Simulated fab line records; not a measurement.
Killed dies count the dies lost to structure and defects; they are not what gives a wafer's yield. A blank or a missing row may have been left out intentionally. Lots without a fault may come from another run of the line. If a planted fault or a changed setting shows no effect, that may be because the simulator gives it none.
The same fault as seen by 3 desks | flow nand-harc | only its own numbers are on each desk; what lay behind them is given at the end

## THE TOOL OWNER'S DESK: pvd-sputter-02
The tool's own readings at NHARC_A_M0_PVD_21 (deposits Cu, target thk 30 nm, time 20.49 s): means of the sampled wafers that have a number, for each lot that ran on this tool. Any lot whose mean is over 4 standard deviations away from the usual mean is out of limits and marked OUT; that distance is given in the brackets.
Columns: A = throttle-valve-pct at NHARC_A_M0_PVD_21, usual 29.9 %
lot  | first seen here | A
L812 | day 18 01:27    | 29.6
L813 | day 18 02:17    | 29.6
L816 | day 18 06:25    | 30.2
L819 | day 18 23:47    | 29.9
L821 | day 19 20:10    | 30.3
L822 | day 19 22:01    | 29.7
L823 | day 21 02:21    | 29.8
This desk's verdict: no lot among the 7 shows anything out of limits.

## AT THE METROLOGY DESK
Lot by lot, what the gauges showed, no matter which tool ran the lot: averages of those sampled wafers that carry a number. Any lot whose mean is over 4 standard deviations away from the usual mean is out of limits and marked OUT; that distance is given in the brackets.
Columns: A = cd-nm at NHARC_THIN_TSV_CD_MEAS_33, usual 4999.5 nm; B = cd-nm at NHARC_THIN_TSV_CD_MEAS_37, usual 4998.8 nm
lot  | first seen here | A      | B
L814 | day 19 05:28    | 4998.9 | 4998.6
L812 | day 19 08:07    | 4999.5 | 4997.9
L813 | day 19 10:20    | 4998.3 | 4998.9
L815 | day 19 11:28    | 5000.9 | 4998.9
L816 | day 19 13:10    | 5000.4 | 4997.7
L818 | day 20 01:01    | 5000.6 | 4999.3
L819 | day 20 08:14    | 4999.2 | 4998.8
L821 | day 21 09:10    | 4998.3 | 4999.0
L822 | day 21 10:26    | 5000.1 | 4997.8
L825 | day 21 16:19    | 4999.1 | 4998.5
L823 | day 22 10:13    | 5000.5 | 5000.5
L835 | day 24 02:34    | 4998.9 | 4999.6
L834 | day 24 16:17    | 4998.3 | 4996.8
This desk's verdict: no lot among the 13 shows anything out of limits.

## THE DEFECT DESK
For each lot, the counts of the inspections along the route, averaged over the sampled wafers that have a number. Any lot whose mean is over 4 standard deviations away from the usual mean is out of limits and marked OUT; that distance is given in the brackets.
Columns: A = raw-defect-count at NHARC_THIN_TSV_INSPECT_40, usual 480
lot  | first seen here | A
L814 | day 19 13:57    | 625
L812 | day 19 13:58    | 432
L813 | day 19 13:58    | 478
L815 | day 19 17:38    | 422
L816 | day 19 17:39    | 431
L818 | day 20 06:54    | 484
L819 | day 20 14:07    | 468
L821 | day 21 15:46    | 464
L822 | day 21 15:47    | 427
L825 | day 21 22:21    | 515
L823 | day 22 17:26    | 430
L835 | day 24 08:26    | 414
L834 | day 24 20:38    | 485
This desk's verdict: no lot among the 13 shows anything out of limits.

## PUT TOGETHER
Nothing out of limits was seen by the tool owner's desk.
From the metrology desk's view, nothing was out of limits.
No out-of-limits result turned up at the defect desk.

## WHAT THE SIMULATOR HAD PUT IN
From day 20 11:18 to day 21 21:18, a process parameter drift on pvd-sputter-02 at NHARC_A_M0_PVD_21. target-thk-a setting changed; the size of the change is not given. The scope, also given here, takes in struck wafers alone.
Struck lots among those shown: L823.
